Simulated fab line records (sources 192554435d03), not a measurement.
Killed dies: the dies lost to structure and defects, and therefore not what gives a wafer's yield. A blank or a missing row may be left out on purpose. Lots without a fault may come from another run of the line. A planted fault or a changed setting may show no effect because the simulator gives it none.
fab line records | flow n5-finfet
[record] lots = 9 wafers = 24 last-day = 17
route steps=1938 shown FIN_SAQP@118 BEOL_M4@1111 PASSIVATION@1936
lots with no fault: from the same line, run without faults
start-h: hours from the record's opening day to when the first of the lot's shown wafers began | wait-h: hours since the lot's step before | " repeats the value in the row above | L1.1+2: a single row standing in for several wafers | - no value present, or no start provided | * or withheld: withheld | < > ~ a bound
route shown NAME@n: a module of which the file shows steps, and the number in the route of the first | usual: mean/standard deviation taken from wafers without a fault | same: alike in all rows | chamber/n: place in a boat | sites: readings site by site | _std_site: their standard deviation | _edge_site: outer sites' mean less inner sites' | radius-mm: how far each site lies from the wafer's centre | mask NAME#n: copy n | behind: the tool/chamber that last shaped the wafer | hold: reason for holding the lot/hours on hold/outcome of the hold | device: whichever transistor did not switch (one of n, p or np) | end of line: tests run on the same wafers once the route is complete | a step with no rows: only its recipe | killed: the dies lost at the first sort to structure and to defects; this is not the yield of the wafer | map: per-die view of a wafer (x killed, . not killed, _ where there is no die)
set.NAME: setting as actually run; set.NAME@STEP: the setting as run at that earlier step | model.NAME: the simulator's own value behind a step, which no gauge read
steps of the route over a sample of lots; a table a step, a row a wafer
services: from which hour (start-h, from the record's first day; less than 0 if before it) a tool's chamber was out of use, for how many hours, and why
[[steps]]
[step N5_FIN_SAQP_HM_OPEN_73]
[recipe] chemistry = CHF3/O2 target = SiO2 stop-on = a-Si target-depth-a = 120 over-etch-frac = 1.8 mask-material = SOC time-s = 16.8 pressure-mtorr = 30 source-w = 650 bias-w = 170 Ar_flow_sccm = 200 CHF3_flow_sccm = 50 O2_flow_sccm = 5 ion-energy-ev = 200 ends = end-point
[usual] CHF3_flow_sccm = 49.98/0.15 chamber-pressure-mTorr = 30.000/0.028 drypump-motor-current-A = 5.9/0.36 oes-product-au = 0.47/0.062 rf-vpp-V = 531/7.2 showerhead-plenum-p-Torr = 2.45/0.072 throttle-valve-pct = 18.90/0.27
// columns lot.wafer tool chamber start-h wait-h CHF3_flow_sccm chamber-pressure-mTorr drypump-motor-current-A oes-product-au rf-hours-counter-h rf-vpp-V showerhead-plenum-p-Torr throttle-valve-pct
L965.2 rie-diel-06 3 24.47 0.0 50.06 30.046 5.4 0.44 139 535 2.41 19.07
L965.3 " 0 " " 49.94 29.992 6.2 0.40 236 534 2.37 19.15
L965.5 " 2 " " 49.88 29.957 5.7 0.41 - 529 2.38 18.96
L966.2 rie-diel-06 2 28.62 0.0 49.97 29.987 5.7 0.41 235 528 2.38 18.97
L966.4 " 3 " " 50.01 30.036 5.4 0.45 140 537 2.41 19.06
L966.6 " 2 " " 49.61 29.983 5.7 0.41 - 528 2.38 18.98
L975.2 rie-diel-06 1 82.76 0.0 49.76 29.982 6.5 0.41 232 534 2.46 19.26
L975.4 " 0 " " 50.03 29.939 6.2 0.39 256 532 2.37 19.19
L976.2 rie-diel-02 0 91.51 0.0 50.07 30.065 6.0 0.54 23 528 2.45 18.52
L976.5 " 0 " " 50.14 30.018 6.0 0.54 - 529 2.45 18.51
L979.1 rie-diel-01 2 108.15 0.0 50.02 30.037 5.9 0.43 204 533 2.49 18.95
L979.5 " 1 " " 50.08 30.043 6.1 0.43 - 537 2.37 18.96
L979.6 " 2 " " 49.99 30.025 5.9 0.44 - 536 2.49 18.96
L981.1 rie-diel-01 0 119.03 0.0 49.95 30.024 6.1 0.53 27 524 2.54 18.57
L981.4 " 2 " " 49.84 29.986 5.9 0.43 208 535 2.49 18.97
L981.5 " 0 " " 49.99 29.991 6.0 0.54 - 523 2.54 18.58
L983.2 rie-diel-01 3 129.79 0.0 49.97 30.023 5.3 0.55 9 526 2.57 18.92
L983.6 " 2 " " 49.90 30.011 5.9 0.43 - 533 2.48 18.96
L985.2 rie-diel-01 1 142.06 0.0 50.03 30.017 6.0 0.42 239 537 2.37 18.97
L985.3 " 0 " " 49.91 30.002 6.0 0.53 35 524 2.54 18.59
L985.4 " 3 " " 49.81 30.047 5.3 0.55 13 527 2.57 18.91
L986.3 rie-diel-01 1 149.81 0.0 50.04 30.042 6.1 0.42 241 537 2.37 18.99
L986.5 " 0 " " 50.20 29.978 6.0 0.52 - 524 2.54 18.60
L986.6 " 1 " " 49.67 29.958 6.0 0.43 - 538 2.37 18.99
[step N5_FIN_SAQP_MANDREL_ETCH_22]
[recipe] target-depth-a = 600 chemistry = HBr/Cl2 target = a-Si stop-on = SiNx bt-time-s = 10 over-etch-frac = 0.5 time-s = 30 pressure-mtorr = 10 icp-w = 800 bias-w = 75 HBr_flow_sccm = 150 Cl2_flow_sccm = 80 ends = end-point
[usual] chamber-pressure-mTorr = 10.001/0.011 drypump-motor-current-A = 5.9/0.41 oes-product-au = 0.767/0.015 throttle-valve-pct = 35.46/0.21
// columns lot.wafer tool chamber start-h wait-h chamber-pressure-mTorr drypump-motor-current-A oes-product-au rf-hours-counter-h throttle-valve-pct
L965.2 rie-si-05 3 24.55 0.0 10.001 6.8 0.752 104 35.82
L965.3 " 1 " " 9.993 6.3 0.782 14 35.61
L965.5 " 2 " " 10.017 5.9 0.787 - 35.46
L966.2 rie-si-05 3 28.70 0.0 10.003 6.7 0.752 104 35.79
L966.4 " 2 " " 10.014 5.9 0.789 7 35.48
L966.6 " 1 " " 10.007 6.3 0.782 - 35.62
L975.2 rie-si-05 2 82.84 0.0 9.994 5.9 0.773 8 35.48
L975.4 " 3 " " 10.005 6.8 0.745 105 35.81
L976.2 rie-si-05 3 91.59 0.0 9.997 6.7 0.752 106 35.79
L976.5 " 0 " " 9.987 5.7 0.761 - 35.44
L979.1 rie-si-04 3 108.23 0.0 9.997 5.7 0.761 53 35.42
L979.5 " 0 " " 10.009 6.1 0.742 - 35.76
L979.6 " 1 " " 10.024 5.6 0.753 - 35.16
L981.1 rie-si-02 3 119.11 0.0 10.000 5.1 0.793 19 35.55
L981.4 " 1 " " 9.995 5.4 0.755 86 35.42
L981.5 " 3 " " 10.000 5.1 0.797 - 35.53
L983.2 rie-si-04 1 129.88 0.0 9.985 5.5 0.744 27 35.18
L983.6 " 3 " " 10.005 5.7 0.770 - 35.44
L985.2 rie-si-02 0 142.15 0.0 9.992 6.1 0.779 51 35.52
L985.3 " 2 " " 10.017 5.7 0.759 189 35.27
L985.4 " 3 " " 9.998 5.1 0.784 19 35.57
L986.3 rie-si-04 0 149.89 0.0 10.005 6.1 0.739 96 35.77
L986.5 " 3 " " 10.000 5.7 0.782 - 35.39
L986.6 " 0 " " 10.002 6.1 0.756 - 35.76
[step N5_FIN_SAQP_RECESS_75]
[recipe] chemistry = HF/NH3 target = SiO2 target-depth-a = 144 afs-cycles = 3 temp-c = 30 sublimation-temp-c = 180 sublimation-time-s = 60
[usual] drypump-motor-current-A = 5.65/0.21
// columns lot.wafer tool chamber start-h wait-h drypump-motor-current-A
L965.2 vapor-etch-02 0 25.03 0.0 5.41
L965.3 " 1 " " 5.37
L965.5 " 0 " " 5.41
L966.2 vapor-etch-01 0 29.17 0.1 5.61
L966.4 " 0 " " 5.61
L966.6 " 1 " " 5.92
L975.2 vapor-etch-01 1 83.26 0.0 5.93
L975.4 " 0 " " 5.61
L976.2 vapor-etch-02 1 92.17 0.0 5.38
L976.5 " 1 " " 5.37
L979.1 vapor-etch-02 1 108.79 0.0 5.38
L979.5 " 1 " " 5.36
L979.6 " 0 " " 5.45
L981.1 vapor-etch-01 0 119.61 0.0 5.62
L981.4 " 0 " " 5.61
L981.5 " 1 " " 5.92
L983.2 vapor-etch-01 0 130.30 0.0 5.61
L983.6 " 0 " " 5.63
L985.2 vapor-etch-02 0 142.68 0.0 5.45
L985.3 " 0 " " 5.40
L985.4 " 1 " " 5.37
L986.3 vapor-etch-01 0 150.64 0.1 5.62
L986.5 " 1 " " 5.89
L986.6 " 0 " " 5.63
[step N5_FIN_SAQP_ETCH_57]
[recipe] chemistry = CH3F/O2 target = SiNx mask-material = SiO2 target-depth-a = 325 time-s = 46.4 pressure-mtorr = 30 source-w = 395 bias-w = 73 Ar_flow_sccm = 150 CH3F_flow_sccm = 30 O2_flow_sccm = 20 ion-energy-ev = 120 ends = cleared
[usual] chamber-pressure-mTorr = 29.998/0.026 drypump-motor-current-A = 5.8/0.36 etch-rf-on-time-s = 46.3/0.94 oes-product-au = 0.68/0.096 rf-vpp-V = 302/4.7 showerhead-plenum-p-Torr = 2.03/0.048 throttle-valve-pct = 16.4/0.33
// columns lot.wafer tool chamber start-h wait-h chamber-pressure-mTorr drypump-motor-current-A etch-rf-on-time-s oes-product-au rf-hours-counter-h rf-vpp-V showerhead-plenum-p-Torr throttle-valve-pct
L965.2 rie-diel-06 2 26.58 0.2 29.992 5.7 46.5 0.58 235 300 1.97 16.5
L965.3 " 0 " " 30.016 6.2 47.0 0.57 237 302 1.97 16.7
L965.5 " 2 " " 29.994 5.7 47.1 0.58 - 299 1.97 16.5
L966.2 rie-diel-06 2 30.57 0.0 30.014 5.6 45.6 0.58 236 299 1.97 16.5
L966.4 " 2 " " 29.973 5.7 46.4 0.58 - 300 1.97 16.5
L966.6 " 3 " " 30.013 5.4 47.0 0.63 - 304 2.00 16.5
L975.2 rie-diel-06 3 84.71 0.1 29.969 5.4 30.2 0.79 163 304 1.99 16.6
L975.4 " 2 " " 30.007 5.7 46.0 0.84 1 300 1.97 16.1
L976.2 rie-diel-06 1 94.01 0.2 30.028 6.5 30.6 0.74 238 304 2.05 16.8
L976.5 " 2 " " 30.001 5.7 30.1 1.08 - 300 1.97 16.1
L979.1 rie-diel-06 1 110.73 0.6 30.009 6.5 46.7 0.57 248 303 2.05 16.8
L979.5 " 2 " " 29.967 5.7 30.5 1.03 - 299 1.96 16.1
L979.6 " 1 " " 30.025 6.5 47.6 0.57 - 303 2.05 16.8
L981.1 rie-diel-02 0 120.96 0.0 30.065 6.0 45.7 0.75 38 301 2.03 16.1
L981.4 " 0 " " 30.016 6.0 47.2 0.75 - 301 2.04 16.1
L981.5 " 1 " " 30.011 5.5 47.5 0.63 - 297 2.08 16.7
L983.2 rie-diel-01 1 131.65 0.0 30.017 6.1 46.0 0.60 235 307 1.97 16.5
L983.6 " 1 " " 30.028 6.0 46.8 0.60 - 306 1.97 16.5
L985.2 rie-diel-02 1 144.06 0.0 30.021 5.5 46.6 0.62 194 297 2.08 16.8
L985.3 " 2 " " 29.959 6.2 44.3 0.78 34 312 2.03 15.9
L985.4 " 3 " " 30.028 5.5 46.9 0.78 7 295 2.06 15.9
L986.3 rie-diel-02 1 151.87 0.0 29.988 5.5 47.1 0.62 196 297 2.08 16.8
L986.5 " 0 " " 30.020 6.0 46.9 0.73 - 299 2.03 16.1
L986.6 " 1 " " 30.040 5.5 47.8 0.62 - 297 2.08 16.8
[step N5_BEOL_M4_RC_MEAS_101]
[usual] DIBL_N = 36.9/1.7 DIBL_P = 37.3/2.3 IOFF_N = 0.16/0.033 IOFF_P = 0.22/0.04 ION_N = 673/12 ION_P = 463/8 SS_N = 71.6/0.58 SS_P = 73.4/0.74 VT_N = 250/3.2 VT_P = -250/3.4
// columns lot.wafer tool chamber start-h wait-h DIBL_N[mV/V] DIBL_P[mV/V] IOFF_N[nA/um] IOFF_P[nA/um] ION_N[uA/um] ION_P[uA/um] SS_N[mV/dec] SS_P[mV/dec] VT_N[mV] VT_P[mV]
L965.2 prober-01 0 165.78 0.2 38.3 40.6 0.22 0.29 691 471 71.8 74.1 247 -247
L965.3 " 0 " " 39.7 42.2 0.25 0.33 681 473 73.0 74.5 243 -244
L965.5 " 0 " " 36.7 38.1 0.18 0.24 675 467 72.2 73.4 250 -248
L966.2 prober-02 0 181.31 0.2 35.8 38.3 0.15 0.19 669 455 71.9 74.0 251 -256
L966.4 " 0 " " 36.7 38.5 0.16 0.20 675 463 71.5 73.6 249 -255
L966.6 " 0 " " 36.7 39.2 0.16 0.21 667 458 71.4 74.5 250 -254
L975.2 prober-02 0 225.60 0.2 38.0 39.0 0.20 0.30 690 487 71.6 73.9 245 -242
L975.4 " 0 " " 36.1 36.2 0.14 0.23 663 466 71.3 72.8 251 -250
L976.2 prober-01 0 242.44 0.2 38.1 37.8 0.17 0.23 679 463 70.9 73.7 248 -249
L976.5 " 0 " " 37.3 38.4 0.16 0.24 672 470 71.2 73.5 250 -247
L979.1 prober-02 0 254.92 0.0 38.1 37.7 0.17 0.26 676 469 71.7 73.6 250 -247
L979.5 " 0 " " 38.0 36.8 0.17 0.22 674 462 71.7 73.1 248 -252
L979.6 " 0 " " 36.9 36.9 0.17 0.24 699 477 71.6 73.4 249 -249
L981.1 prober-02 0 267.15 0.0 36.6 36.8 0.16 0.22 674 465 72.5 73.8 251 -250
L981.4 " 0 " " 34.0 33.8 0.12 0.17 660 457 71.4 72.9 254 -254
L981.5 " 0 " " 36.0 36.7 0.16 0.21 693 469 71.6 73.8 249 -249
L983.2 prober-01 0 271.95 0.2 36.9 35.1 0.13 0.20 654 456 71.3 73.8 256 -252
L983.6 " 0 " " 35.7 34.5 0.13 0.19 661 453 71.7 73.3 252 -251
L985.2 prober-02 0 304.66 0.2 37.1 37.2 0.18 0.22 677 461 71.6 74.7 246 -251
L985.3 " 0 " " 34.8 35.2 0.14 0.18 677 458 70.7 72.4 252 -254
L985.4 " 0 " " 32.6 31.7 0.10 0.15 650 449 69.9 72.3 257 -259
L986.3 prober-01 0 308.31 0.3 34.2 36.0 0.12 0.19 669 467 71.6 72.4 256 -254
L986.5 " 0 " " 39.0 41.1 0.20 0.27 677 465 72.0 73.9 246 -248
L986.6 " 0 " " 36.4 37.0 0.14 0.21 667 464 71.3 73.9 254 -248
[step N5_PASSIVATION_PROBE_49]
[usual] defect-limited-yield = 91.2/1.3 killed_at_M0_to_M3 = 34/10 killed_at_M4_up = 13/4.6 killed-at-contacts = 13/5.5 killed-at-front-end = 41/12 killed-at-other = 2.8/2.4 killed-dies = 104/16 killed-open = 67/12 killed-short = 33/7.2 sort_bin_5_function = 5.1/0.86 sort_bin_6_memory = 3.3/0.62 sort-n-pass = 1076/16 sort-yield-pct = 91.2/1.3
[same] gross-dies = 1180 killed-at-back-side = 0 sort_bin_4_leakage[%] = 0 sort_bin_8_speed[%] = 0
// columns lot.wafer tool chamber start-h wait-h defect-limited-yield[%] killed_at_M0_to_M3 killed_at_M4_up killed-at-contacts killed-at-front-end killed-at-other killed-dies killed-open killed-short sort_bin_5_function[%] sort_bin_6_memory[%] sort-n-pass sort-yield-pct[%]
L975.2 prober-02 - 335.66 0.1 89.2 38 19 16 52 2 127 92 29 6.4 4.0 1053 89.2
// killed by level:class
L975.2 MOL_CONTACT_COAG:geometric-particle:open=14 BEOL_M2:geometric-particle:open=11 BEOL_M4:geometric-particle:open=10 FIN_SAQP:geometric-particle:open=8 GATE_CUT:geometric-particle:open=7 BEOL_M3:geometric-particle:open=7 DUMMY_GATE:geometric-particle:open=6 GATE_CUT:geometric-particle:short=6
[[services]]
// columns tool chamber start-h hours kind
rie-diel-02 0 12.88 9.9 repair
rie-diel-01 0 16.12 - clean
rie-diel-01 0 16.12 - consumable-replace:focus-ring
rie-diel-01 - 18.05 1.2 repair
rie-diel-06 0 29.58 8.5 repair
rie-diel-06 - 31.87 2.8 pm
rie-diel-06 2 67.29 - clean
rie-diel-06 2 67.29 - consumable-replace:focus-ring
rie-diel-06 2 67.29 14.4 scheduled-down
rie-diel-06 2 67.29 14.4 vent-cycle
rie-si-04 1 75.23 28.2 repair
rie-si-02 3 75.35 4.4 repair
rie-diel-01 - 86.10 14.6 pm
rie-diel-06 0 89.21 9.2 repair
rie-diel-06 0 98.67 - clean
rie-diel-06 0 98.67 - consumable-replace:focus-ring
rie-diel-06 0 98.67 14.5 scheduled-down
rie-diel-06 0 98.67 14.5 vent-cycle
rie-si-02 - 102.08 2.8 pm
rie-si-02 3 109.28 2.6 repair
rie-diel-06 1 113.60 - clean
rie-diel-06 1 113.60 - consumable-replace:focus-ring
rie-diel-06 1 113.60 19.9 scheduled-down
rie-diel-06 1 113.60 19.9 vent-cycle
[[key]]
[first-sign] step = N5_FIN_SAQP_ETCH_57 reading = etch-rf-on-time-s direction = down sigmas = 17 usual = * struck = *
[effect] step = N5_FIN_SAQP_ETCH_57 reading = oes-product-au direction = up sigmas = 2.4 usual = 0.68 struck = 0.91 wafers-moved = 2
met-at N5_FIN_SAQP_ETCH_57
struck-lots L975,L976,L979
struck-wafers L975.2,L976.2,L976.5,L979.5
[baseline-loss] step = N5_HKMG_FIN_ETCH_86 wafers = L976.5
not-acting-at N5_FIN_SAQP_HM_OPEN_73,N5_FIN_SAQP_MANDREL_ETCH_22,N5_FIN_SAQP_RECESS_75
onset-between 30.57 84.71
[fault] kind = process-parameter-drift tool = rie-diel-06 chamber = - onset-h = 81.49 steps = N5_FIN_SAQP_ETCH_57 channel = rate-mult offset = 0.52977 shape = step end-h = 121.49 scope = struck-wafers-only
// baseline-loss: these wafers lose ten dies or more at that step, a loss of the line's own and not of a fault; the sort's usual values leave them out
